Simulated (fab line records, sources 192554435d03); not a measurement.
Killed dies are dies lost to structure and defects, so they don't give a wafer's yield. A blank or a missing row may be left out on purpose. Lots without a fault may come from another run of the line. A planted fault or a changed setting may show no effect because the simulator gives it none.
Split-lot experiment | flow n5_finfet | 7 lots, 21 wafers read, on a route of 1938 steps

THE SPLIT
At N5_MOL_CONTACT_COAG_COAT_76 (time 60 s, resist thk 10 nm), the setting spin_rpm was moved away from the recipe's 1500 rpm on 6 of the 21 wafers read, by -3.7% to +8.8%. The other wafers ran this setting at the recipe's value.

FROM THE SPLIT TO THE READING: what the file shows between them, 7 steps
- N5_MOL_CONTACT_COAG_COAT_77: time 60 s, resist thk 10 nm
- N5_MOL_CONTACT_COAG_COAT_78: resist thk 40 nm
- N5_MOL_CONTACT_COAG_DESCUM_88: chemistry O2, time 7 s
- N5_MOL_CONTACT_COAG_ETCH_89: etches underlayer in N2/H2, target depth 13 nm, time 10.4 s
- N5_MOL_CONTACT_COAG_ETCH_90: etches SiARC in CF4, target depth 13 nm, time 21.7 s
- N5_MOL_CONTACT_COAG_ALD_131: deposits SiO2, target thk 5 nm, pulse time 1 s, co reactant pulse time 1 s
- N5_MOL_CONTACT_COAG_ETCHBACK_132: etches SiO2 in CHF3, target depth 10 nm, time 6.7 s

THE READING
SiARC_of_MOL_CONTACT_COAG_COAT_76.thk_nm (the simulator's own value, which no gauge read), in nm, at N5_MOL_CONTACT_COAG_ETCH_91 (etches SOC in N2/H2, target depth 60 nm, overetch 21 nm, time 101.2 s). The file gives no usual value for it. The 15 wafers here that ran the recipe average 5.8 nm, standard deviation 0.068 nm.

wafer  | tool, chamber at the split | spin_rpm as run, rpm | against the recipe | SiARC_of_MOL_CONTACT_COAG_COAT_76.thk_nm, nm | against lot-mates on the recipe
L081.2 | litho_track-03, 0          | 1500                 | recipe             | 5.8                                          | -
L081.5 | litho_track-03, 0          | 1500                 | recipe             | 5.8                                          | -
L081.4 | litho_track-03, 0          | 1565                 | +4.3%              | 5.6                                          | -0.2
L082.2 | litho_track-01, 0          | 1500                 | recipe             | 5.6                                          | -
L082.5 | litho_track-01, 0          | 1500                 | recipe             | 5.6                                          | -
L082.3 | litho_track-01, 0          | 1500                 | recipe             | 5.8                                          | -
L083.2 | litho_track-03, 0          | 1588                 | +5.9%              | 5.4                                          | -0.4
L083.3 | litho_track-03, 0          | 1588                 | +5.9%              | 5.4                                          | -0.4
L083.6 | litho_track-03, 0          | 1500                 | recipe             | 5.8                                          | -
L086.1 | litho_track-03, 0          | 1632                 | +8.8%              | 5.4                                          | -0.4
L086.3 | litho_track-03, 0          | 1500                 | recipe             | 5.8                                          | -
L086.5 | litho_track-03, 0          | 1632                 | +8.8%              | 5.2                                          | -0.6
L087.1 | litho_track-03, 0          | 1444                 | -3.7%              | 6                                            | +0.2
L087.4 | litho_track-03, 0          | 1500                 | recipe             | 5.8                                          | -
L087.5 | litho_track-03, 0          | 1500                 | recipe             | 5.8                                          | -
L092.1 | litho_track-05, 0          | 1500                 | recipe             | 5.8                                          | -
L092.2 | litho_track-05, 0          | 1500                 | recipe             | 5.8                                          | -
L092.5 | litho_track-05, 0          | 1500                 | recipe             | 5.8                                          | -
L096.1 | litho_track-01, 0          | 1500                 | recipe             | 5.8                                          | -
L096.2 | litho_track-01, 0          | 1500                 | recipe             | 5.8                                          | -
L096.3 | litho_track-01, 0          | 1500                 | recipe             | 5.8                                          | -

THE FIT
A straight line over all 21 wafers: SiARC_of_MOL_CONTACT_COAG_COAT_76.thk_nm changes by -0.056 nm for each +1% of spin_rpm; r = -0.93; the points scatter about the line by 0.072 nm.
The same after taking each lot's own level away (the mean of its wafers on the recipe; 21 wafers): -0.0587 nm for each +1%; r = -0.96; scatter 0.055 nm.
On that fit, the largest move of spin_rpm shifts the reading by 0.52 nm.
The lots' own levels span 5.67 to 5.80 nm, that is 2.0 times the standard deviation above.
So the lot-to-lot level changes the slope little: the two slopes agree.
Check: with one of the wafers moved furthest among these (+8.8%) left out of the fit, the line predicts -0.57 nm for it against its lot-mates. It came out at -0.4 nm against them.

OTHER SPLITS ON THESE WAFERS
These wafers also went through other splits before the reading. Each is held against what the fit with the lots' levels taken away leaves over:
other split on the same wafers             | wafers away from the commonest value | r with SiARC_of_MOL_CONTACT_COAG_COAT_76.thk_nm (lot level and that fit taken away)
N5_MOL_CONTACT_COAG_EXPOSE_05 dose_mj      | 6                                    | +0.08
N5_MOL_CONTACT_COAG_CONTACT_ETCH_14 time_s | 10                                   | +0.07
N5_MOL_CONTACT_COAG_ALD_27 time_s          | 5                                    | -0.12

THE WHOLE CHAIN: every reading that the file lists as answering this split, in the file's order
step                             | what it does                                                          | reading                                                                                     | change (the file's fit)                | r (the file's)
N5_MOL_CONTACT_COAG_COAT_76      | time 60 s, resist thk 10 nm                                           | SiARC_of_MOL_CONTACT_COAG_COAT_76.thk_nm (the simulator's own value, which no gauge read)   | -0.0517 nm for each +1% of the setting | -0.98
N5_MOL_CONTACT_COAG_ETCH_90      | etches SiARC in CF4, target depth 13 nm, time 21.7 s                  | etch_rf_on_time_s                                                                           | withheld for each +1% of the setting   | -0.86
N5_MOL_CONTACT_COAG_ETCH_90      | etches SiARC in CF4, target depth 13 nm, time 21.7 s                  | etch.depth_nm (the simulator's own value, which no gauge read)                              | -0.0491 nm for each +1% of the setting | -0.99
N5_MOL_CONTACT_COAG_ETCH_90      | etches SiARC in CF4, target depth 13 nm, time 21.7 s                  | CAR-EUV_of_MOL_CONTACT_COAG_COAT_78.thk_nm (the simulator's own value, which no gauge read) | +0.0599 nm for each +1% of the setting | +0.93
N5_MOL_CONTACT_COAG_ETCHBACK_132 | etches SiO2 in CHF3, target depth 10 nm, time 6.7 s                   | CAR-EUV_of_MOL_CONTACT_COAG_COAT_78.thk_nm (the simulator's own value, which no gauge read) | +0.068 nm for each +1% of the setting  | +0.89
N5_MOL_CONTACT_COAG_ETCH_91      | etches SOC in N2/H2, target depth 60 nm, overetch 21 nm, time 101.2 s | SiARC_of_MOL_CONTACT_COAG_COAT_76.thk_nm (the simulator's own value, which no gauge read)   | -0.0578 nm for each +1% of the setting | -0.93

THE FILE'S OWN FIT
SiARC_of_MOL_CONTACT_COAG_COAT_76.thk_nm changes by -0.0578 nm for each +1% of spin_rpm, r = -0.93.
